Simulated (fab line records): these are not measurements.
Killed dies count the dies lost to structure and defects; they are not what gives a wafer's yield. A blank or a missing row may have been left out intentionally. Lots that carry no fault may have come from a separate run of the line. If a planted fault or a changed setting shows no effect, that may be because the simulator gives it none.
The tool behind it: which one? | flow n5_finfet | 24 wafers from 8 lots sampled at 4 of the route's 1938 steps

## WHAT THE GAUGES SHOWED, per wafer
N5_MOL_CONTACT_COAG_INSPECT_42: inspects for defects (brightfield).
lot  | measured     | on                | raw_defect_count
L236 | day 6 12:15  | defect_inspect-01 | 291 238 296
L242 | day 8 00:31  | defect_inspect-02 | 1246 170 1249
L243 | day 8 02:26  | defect_inspect-01 | 298 272 229
L245 | day 8 12:37  | defect_inspect-02 | 193 1304 229
L249 | day 9 14:59  | defect_inspect-01 | 117 143 139
L233 | day 10 04:22 | defect_inspect-01 | 162 178 152
L254 | day 10 22:01 | defect_inspect-02 | 219 216 284
L253 | day 11 01:02 | defect_inspect-02 | 199 173 203

## EACH LOT AND THE TOOL THAT RAN IT (in order: tool; ch and the chambers of the sampled wafers; start)
lot  | N5_MOL_CONTACT_COAG_ETCH_89        | N5_MOL_CONTACT_COAG_ETCH_90        | N5_MOL_CONTACT_COAG_STRIP_119
L236 | rie_diel-01 ch 0,2, day 6 10:43    | rie_diel-01 ch 0,2, day 6 10:44    | plasma_asher-02 ch 0,1, day 6 11:34
L242 | rie_diel-01 ch 0,3, day 7 22:47    | rie_diel-01 ch 0,3, day 7 22:48    | plasma_asher-01 ch 0,1, day 7 23:53
L243 | rie_diel-06 ch 1,2,3, day 8 01:15  | rie_diel-06 ch 1,2,3, day 8 01:16  | plasma_asher-02 ch 0,1, day 8 01:53
L245 | rie_diel-01 ch 0,2,3, day 8 11:26  | rie_diel-01 ch 0,2,3, day 8 11:28  | plasma_asher-01 ch 1, day 8 12:04
L249 | rie_diel-03 ch 0,1,3, day 9 13:36  | rie_diel-03 ch 0,1,3, day 9 13:37  | plasma_asher-02 ch 0,1, day 9 14:23
L233 | rie_diel-06 ch 0,2, day 10 02:59   | rie_diel-06 ch 0,2, day 10 03:00   | plasma_asher-02 ch 0,1, day 10 03:46
L254 | rie_diel-01 ch 1,3, day 10 20:43   | rie_diel-01 ch 1,3, day 10 20:44   | plasma_asher-02 ch 0,1, day 10 21:20
L253 | rie_diel-01 ch 0,1,3, day 10 23:43 | rie_diel-01 ch 0,1,3, day 10 23:44 | plasma_asher-01 ch 0,1, day 11 00:22
- N5_MOL_CONTACT_COAG_ETCH_89: etches underlayer in N2/H2, target depth 13 nm, time 10.4 s.
- N5_MOL_CONTACT_COAG_ETCH_90: etches SiARC in CF4, target depth 13 nm, time 21.7 s.
- N5_MOL_CONTACT_COAG_STRIP_119: strips in N2/H2, time 30 s.

## THE ANSWER, worked out from the rows above alone
Rule: the lots themselves supply what counts as usual. Put in order of their means at a reading, lots are off if they are a third of the lots or fewer, leave a main group of 4 or more, and stand apart from it by a gap of 3 or more times the standard deviation of the main group's means; of several such gaps the widest counts. Not used: any main group whose means are identical at the precision the tables above print for the reading. Also off: a lot with no number at a reading for which 4 or more lots have one. All remaining lots with rows at the step are treated as sound.
Off, at N5_MOL_CONTACT_COAG_INSPECT_42 on raw_defect_count: L242, L245. The main group: mean 212, standard deviation 53.
A tool fits if, at a process step before that reading, it ran every lot that is off, and no sound lot after the first of them. Gauges at N5_MOL_CONTACT_COAG_INSPECT_42: tried the same way as those tools. Not one of the candidates tried fits.

## WHAT WAS PUT IN BY THE SIMULATOR
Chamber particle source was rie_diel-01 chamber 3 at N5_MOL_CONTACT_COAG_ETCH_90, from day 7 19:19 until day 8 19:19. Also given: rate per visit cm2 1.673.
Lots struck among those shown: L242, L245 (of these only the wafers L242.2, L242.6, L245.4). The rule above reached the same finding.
